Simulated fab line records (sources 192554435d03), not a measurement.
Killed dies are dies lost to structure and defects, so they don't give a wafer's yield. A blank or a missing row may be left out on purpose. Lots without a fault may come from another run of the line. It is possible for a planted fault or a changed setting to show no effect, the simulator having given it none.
Which tool was responsible? :: flow n5Finfet :: Sampling: 13 lots, 34 wafers, 4 of 1938 route steps

## WHAT THE GAUGES READ, wafer by wafer
No reading from a measuring or inspecting step in the record can be judged against a usual standard deviation.

## EACH LOT AND THE TOOL THAT RAN IT (in order: tool; ch and the chambers of the sampled wafers; start)
lot: L854
N5_BEOL_M0_SAQP_HM_DEP_02: pvdSputter-01, day 5 18:05
N5_BEOL_M0_SAQP_PECVD_97: pecvd-02 ch 0,1,2, day 5 18:18
N5_BEOL_M0_SAQP_DEVELOP_13: lithoTrack-03 ch 0, day 5 18:50
N5_BEOL_M0_SAQP_DESCUM_19: rieDiel-03 ch 0,1, day 5 19:00

lot: L856
N5_BEOL_M0_SAQP_HM_DEP_02: pvdSputter-02, day 6 02:55
N5_BEOL_M0_SAQP_PECVD_97: pecvd-03 ch 1,2, day 6 03:07
N5_BEOL_M0_SAQP_DEVELOP_13: lithoTrack-03 ch 0, day 6 03:33
N5_BEOL_M0_SAQP_DESCUM_19: rieDiel-06 ch 0,3, day 6 03:45

lot: L858
N5_BEOL_M0_SAQP_HM_DEP_02: pvdSputter-03, day 6 19:13
N5_BEOL_M0_SAQP_PECVD_97: pecvd-02 ch 0,1, day 6 19:25
N5_BEOL_M0_SAQP_DEVELOP_13: lithoTrack-02 ch 0, day 6 20:01
N5_BEOL_M0_SAQP_DESCUM_19: rieDiel-06 ch 0,1, day 6 20:10

lot: L861
N5_BEOL_M0_SAQP_HM_DEP_02: pvdSputter-03, day 7 08:51
N5_BEOL_M0_SAQP_PECVD_97: pecvd-03 ch 0,1,2, day 7 09:03
N5_BEOL_M0_SAQP_DEVELOP_13: lithoTrack-03, day 7 09:36
N5_BEOL_M0_SAQP_DESCUM_19: rieDiel-02 ch 1,2,3, day 7 09:45

lot: L862
N5_BEOL_M0_SAQP_HM_DEP_02: pvdSputter-02, day 7 13:32
N5_BEOL_M0_SAQP_PECVD_97: pecvd-01 ch 0,2, day 7 13:44
N5_BEOL_M0_SAQP_DEVELOP_13: lithoTrack-04, day 7 14:18
N5_BEOL_M0_SAQP_DESCUM_19: rieDiel-03 ch 0,1,3, day 7 14:27

lot: L867
N5_BEOL_M0_SAQP_HM_DEP_02: pvdSputter-03, day 9 00:22
N5_BEOL_M0_SAQP_PECVD_97: pecvd-02 ch 0,2, day 9 00:34
N5_BEOL_M0_SAQP_DEVELOP_13: lithoTrack-04 ch 0, day 9 01:08
N5_BEOL_M0_SAQP_DESCUM_19: rieDiel-06 ch 0,1, day 9 01:24

lot: L869
N5_BEOL_M0_SAQP_HM_DEP_02: pvdSputter-03, day 9 08:40
N5_BEOL_M0_SAQP_PECVD_97: pecvd-02 ch 0,1, day 9 08:51
N5_BEOL_M0_SAQP_DEVELOP_13: lithoTrack-04 ch 0, day 9 09:25
N5_BEOL_M0_SAQP_DESCUM_19: rieDiel-02 ch 0,1,2, day 9 09:54

lot: L870
N5_BEOL_M0_SAQP_HM_DEP_02: pvdSputter-02, day 9 13:26
N5_BEOL_M0_SAQP_PECVD_97: pecvd-03 ch 2, day 9 13:38
N5_BEOL_M0_SAQP_DEVELOP_13: lithoTrack-03 ch 0, day 9 14:05
N5_BEOL_M0_SAQP_DESCUM_19: rieDiel-02 ch 1,2, day 9 14:14

lot: L871
N5_BEOL_M0_SAQP_HM_DEP_02: pvdSputter-01, day 9 19:21
N5_BEOL_M0_SAQP_PECVD_97: pecvd-03 ch 1,2, day 9 19:32
N5_BEOL_M0_SAQP_DEVELOP_13: lithoTrack-03 ch 0, day 9 19:59
N5_BEOL_M0_SAQP_DESCUM_19: rieDiel-03 ch 2,3, day 9 20:07

lot: L872
N5_BEOL_M0_SAQP_HM_DEP_02: pvdSputter-02, day 10 01:37
N5_BEOL_M0_SAQP_PECVD_97: pecvd-03 ch 0,2, day 10 01:48
N5_BEOL_M0_SAQP_DEVELOP_13: lithoTrack-03 ch 0, day 10 02:14
N5_BEOL_M0_SAQP_DESCUM_19: rieDiel-03 ch 1,3, day 10 02:23

lot: L874
N5_BEOL_M0_SAQP_HM_DEP_02: pvdSputter-01, day 10 15:34
N5_BEOL_M0_SAQP_PECVD_97: pecvd-01 ch 0,1, day 10 15:46
N5_BEOL_M0_SAQP_DEVELOP_13: lithoTrack-02 ch 0, day 10 16:19
N5_BEOL_M0_SAQP_DESCUM_19: rieDiel-06 ch 0,1,2, day 10 16:28

lot: L875
N5_BEOL_M0_SAQP_HM_DEP_02: pvdSputter-01, day 10 22:02
N5_BEOL_M0_SAQP_PECVD_97: pecvd-03 ch 1,2, day 10 22:18
N5_BEOL_M0_SAQP_DEVELOP_13: lithoTrack-03 ch 0, day 10 22:53
N5_BEOL_M0_SAQP_DESCUM_19: rieDiel-06 ch 1,2, day 10 23:02

lot: L876
N5_BEOL_M0_SAQP_HM_DEP_02: pvdSputter-02, day 11 05:54
N5_BEOL_M0_SAQP_PECVD_97: pecvd-03 ch 0,1,2, day 11 06:05
N5_BEOL_M0_SAQP_DEVELOP_13: lithoTrack-04 ch 0, day 11 06:32
N5_BEOL_M0_SAQP_DESCUM_19: rieDiel-06 ch 0,1, day 11 06:40
- N5_BEOL_M0_SAQP_HM_DEP_02: deposits TiN, target thk 12 nm.
- N5_BEOL_M0_SAQP_PECVD_97: deposits SiNx from SiH4/NH3/N2, target thk 23 nm, time 19.9 s.
- N5_BEOL_M0_SAQP_DEVELOP_13: develop time 30 s.
- N5_BEOL_M0_SAQP_DESCUM_19: chemistry O2, time 7.9 s.

## WHAT THE TOOLS THEMSELVES READ (means of the sampled wafers that have a number; where no wafer has one, the mark that the record gives instead)
N5_BEOL_M0_SAQP_HM_DEP_02. Usual: 29.7 % for throttleValvePct, sd 1.1.
lot: L854
tool: pvdSputter-01
throttleValvePct (%): 30.9
flag: 

lot: L856
tool: pvdSputter-02
throttleValvePct (%): 29.3
flag: 

lot: L858
tool: pvdSputter-03
throttleValvePct (%): 29.3
flag: 

lot: L861
tool: pvdSputter-03
throttleValvePct (%): 29.2
flag: 

lot: L862
tool: pvdSputter-02
throttleValvePct (%): 29.6
flag: 

lot: L867
tool: pvdSputter-03
throttleValvePct (%): 29.5
flag: 

lot: L869
tool: pvdSputter-03
throttleValvePct (%): 29.9
flag: 

lot: L870
tool: pvdSputter-02
throttleValvePct (%): 29.9
flag: 

lot: L871
tool: pvdSputter-01
throttleValvePct (%): 29.2
flag: 

lot: L872
tool: pvdSputter-02
throttleValvePct (%): 30.3
flag: 

lot: L874
tool: pvdSputter-01
throttleValvePct (%): 29.8
flag: 

lot: L875
tool: pvdSputter-01
throttleValvePct (%): 29.9
flag: 

lot: L876
tool: pvdSputter-02
throttleValvePct (%): 30.1
flag: 

N5_BEOL_M0_SAQP_PECVD_97. Usual: heaterPowerOuterW 304 W, standard deviation 54; heaterPowerW 540 W, standard deviation 73; showerheadPlenumPTorr 5.13 Torr, standard deviation 0.062; throttleValvePct 40.9 %, standard deviation 1.5.
lot: L854
tool: pecvd-02
heaterPowerOuterW (W): 349
heaterPowerW (W): 583
showerheadPlenumPTorr (Torr): 5.11
throttleValvePct (%): 40.7
flag: 

lot: L856
tool: pecvd-03
heaterPowerOuterW (W): 304
heaterPowerW (W): 526
showerheadPlenumPTorr (Torr): 5.08
throttleValvePct (%): 39.2
flag: 

lot: L858
tool: pecvd-02
heaterPowerOuterW (W): 356
heaterPowerW (W): 595
showerheadPlenumPTorr (Torr): 5.12
throttleValvePct (%): 40.7
flag: 

lot: L861
tool: pecvd-03
heaterPowerOuterW (W): 278
heaterPowerW (W): 497
showerheadPlenumPTorr (Torr): 5.12
throttleValvePct (%): 40.7
flag: 

lot: L862
tool: pecvd-01
heaterPowerOuterW (W): 255
heaterPowerW (W): 484
showerheadPlenumPTorr (Torr): 5.16
throttleValvePct (%): 40.5
flag: 

lot: L867
tool: pecvd-02
heaterPowerOuterW (W): 343
heaterPowerW (W): 598
showerheadPlenumPTorr (Torr): 5.13
throttleValvePct (%): 41.0
flag: 

lot: L869
tool: pecvd-02
heaterPowerOuterW (W): 381
heaterPowerW (W): 660
showerheadPlenumPTorr (Torr): 5.15
throttleValvePct (%): 40.9
flag: 

lot: L870
tool: pecvd-03
heaterPowerOuterW (W): 237
heaterPowerW (W): 444
showerheadPlenumPTorr (Torr): 5.14
throttleValvePct (%): 38.7
flag: 

lot: L871
tool: pecvd-03
heaterPowerOuterW (W): 306
heaterPowerW (W): 531
showerheadPlenumPTorr (Torr): 5.09
throttleValvePct (%): 39.4
flag: 

lot: L872
tool: pecvd-03
heaterPowerOuterW (W): 271
heaterPowerW (W): 484
showerheadPlenumPTorr (Torr): 5.19
throttleValvePct (%): 41.8
flag: 

lot: L874
tool: pecvd-01
heaterPowerOuterW (W): 281
heaterPowerW (W): 554
showerheadPlenumPTorr (Torr): 5.15
throttleValvePct (%): 42.0
flag: 

lot: L875
tool: pecvd-03
heaterPowerOuterW (W): 287
heaterPowerW (W): 512
showerheadPlenumPTorr (Torr): 5.11
throttleValvePct (%): 39.6
flag: 

lot: L876
tool: pecvd-03
heaterPowerOuterW (W): 283
heaterPowerW (W): 496
showerheadPlenumPTorr (Torr): 5.12
throttleValvePct (%): 41.1
flag: 

N5_BEOL_M0_SAQP_DEVELOP_13. Usual: 23.02 C for chillPlateTempC, sd 0.1.
lot: L854
tool: lithoTrack-03
chillPlateTempC (C): 23.13
flag: 

lot: L856
tool: lithoTrack-03
chillPlateTempC (C): 22.99
flag: 

lot: L858
tool: lithoTrack-02
chillPlateTempC (C): 23.08
flag: 

lot: L861
tool: lithoTrack-03
chillPlateTempC (C): -
flag: OFF

lot: L862
tool: lithoTrack-04
chillPlateTempC (C): -
flag: OFF

lot: L867
tool: lithoTrack-04
chillPlateTempC (C): 23.05
flag: 

lot: L869
tool: lithoTrack-04
chillPlateTempC (C): 23.00
flag: 

lot: L870
tool: lithoTrack-03
chillPlateTempC (C): 22.93
flag: 

lot: L871
tool: lithoTrack-03
chillPlateTempC (C): 22.92
flag: 

lot: L872
tool: lithoTrack-03
chillPlateTempC (C): 23.09
flag: 

lot: L874
tool: lithoTrack-02
chillPlateTempC (C): 23.14
flag: 

lot: L875
tool: lithoTrack-03
chillPlateTempC (C): 23.07
flag: 

lot: L876
tool: lithoTrack-04
chillPlateTempC (C): 22.85
flag: 

N5_BEOL_M0_SAQP_DESCUM_19. Usual: drypumpMotorCurrentA 5.5 A, standard deviation 0.58; oesProductAu 0.78 a.u., standard deviation 0.083; rfVppV 243.0 V, standard deviation 1.6; showerheadPlenumPTorr 2.08 Torr, standard deviation 0.086; throttleValvePct 20.50 %, standard deviation 0.26.
lot: L854
tool: rieDiel-03
drypumpMotorCurrentA (A): 5.3
oesProductAu (a.u.): 0.86
rfVppV (V): 245.3
showerheadPlenumPTorr (Torr): 2.21
throttleValvePct (%): 20.19
flag: 

lot: L856
tool: rieDiel-06
drypumpMotorCurrentA (A): 5.5
oesProductAu (a.u.): 0.80
rfVppV (V): 242.4
showerheadPlenumPTorr (Torr): 2.04
throttleValvePct (%): 20.57
flag: 

lot: L858
tool: rieDiel-06
drypumpMotorCurrentA (A): 5.8
oesProductAu (a.u.): 0.77
rfVppV (V): 243.4
showerheadPlenumPTorr (Torr): 2.08
throttleValvePct (%): 20.45
flag: 

lot: L861
tool: rieDiel-02
drypumpMotorCurrentA (A): 5.7
oesProductAu (a.u.): 0.75
rfVppV (V): 242.8
showerheadPlenumPTorr (Torr): 2.08
throttleValvePct (%): 20.60
flag: 

lot: L862
tool: rieDiel-03
drypumpMotorCurrentA (A): 5.8
oesProductAu (a.u.): 0.76
rfVppV (V): 243.2
showerheadPlenumPTorr (Torr): 2.13
throttleValvePct (%): 20.36
flag: 

lot: L867
tool: rieDiel-06
drypumpMotorCurrentA (A): 5.8
oesProductAu (a.u.): 0.76
rfVppV (V): 243.6
showerheadPlenumPTorr (Torr): 2.08
throttleValvePct (%): 20.49
flag: 

lot: L869
tool: rieDiel-02
drypumpMotorCurrentA (A): 5.6
oesProductAu (a.u.): 0.75
rfVppV (V): 240.7
showerheadPlenumPTorr (Torr): 2.01
throttleValvePct (%): 20.71
flag: 

lot: L870
tool: rieDiel-02
drypumpMotorCurrentA (A): 5.5
oesProductAu (a.u.): 0.76
rfVppV (V): 242.4
showerheadPlenumPTorr (Torr): 2.05
throttleValvePct (%): 20.71
flag: 

lot: L871
tool: rieDiel-03
drypumpMotorCurrentA (A): 5.8
oesProductAu (a.u.): 0.77
rfVppV (V): 242.3
showerheadPlenumPTorr (Torr): 2.01
throttleValvePct (%): 20.57
flag: 

lot: L872
tool: rieDiel-03
drypumpMotorCurrentA (A): 6.0
oesProductAu (a.u.): 0.75
rfVppV (V): 242.3
showerheadPlenumPTorr (Torr): 2.06
throttleValvePct (%): 20.45
flag: 

lot: L874
tool: rieDiel-06
drypumpMotorCurrentA (A): 5.4
oesProductAu (a.u.): 0.72
rfVppV (V): 242.6
showerheadPlenumPTorr (Torr): 2.07
throttleValvePct (%): 20.59
flag: 

lot: L875
tool: rieDiel-06
drypumpMotorCurrentA (A): 5.2
oesProductAu (a.u.): 0.75
rfVppV (V): 243.3
showerheadPlenumPTorr (Torr): 2.14
throttleValvePct (%): 20.40
flag: 

lot: L876
tool: rieDiel-06
drypumpMotorCurrentA (A): 5.7
oesProductAu (a.u.): 0.74
rfVppV (V): 243.4
showerheadPlenumPTorr (Torr): 2.11
throttleValvePct (%): 20.40
flag: 

## THE ANSWER, worked out from the rows above alone
Rule: lot off if the mean of its wafers having a number is beyond 3 standard deviations from the usual mean. A lot without any number at a reading at which 4 lots or more have one is off too. All remaining lots with rows at the step are treated as sound. The gauges are gone through in route order, then the tools' own readings, and for those a lot's mean is taken as printed above. The first step at which some lot is off is used, and at that step the reading that is off furthest; a lot without a number counts as furthest.
Off: L861, L862 (N5_BEOL_M0_SAQP_DEVELOP_13, chillPlateTempC). Without a number there: L861, L862.
A tool fits if, at that step or a process step before it, it ran every lot that is off, and no sound lot after the first of them. No candidate that was tried fits.

## WHAT THE SIMULATOR HAD PUT IN
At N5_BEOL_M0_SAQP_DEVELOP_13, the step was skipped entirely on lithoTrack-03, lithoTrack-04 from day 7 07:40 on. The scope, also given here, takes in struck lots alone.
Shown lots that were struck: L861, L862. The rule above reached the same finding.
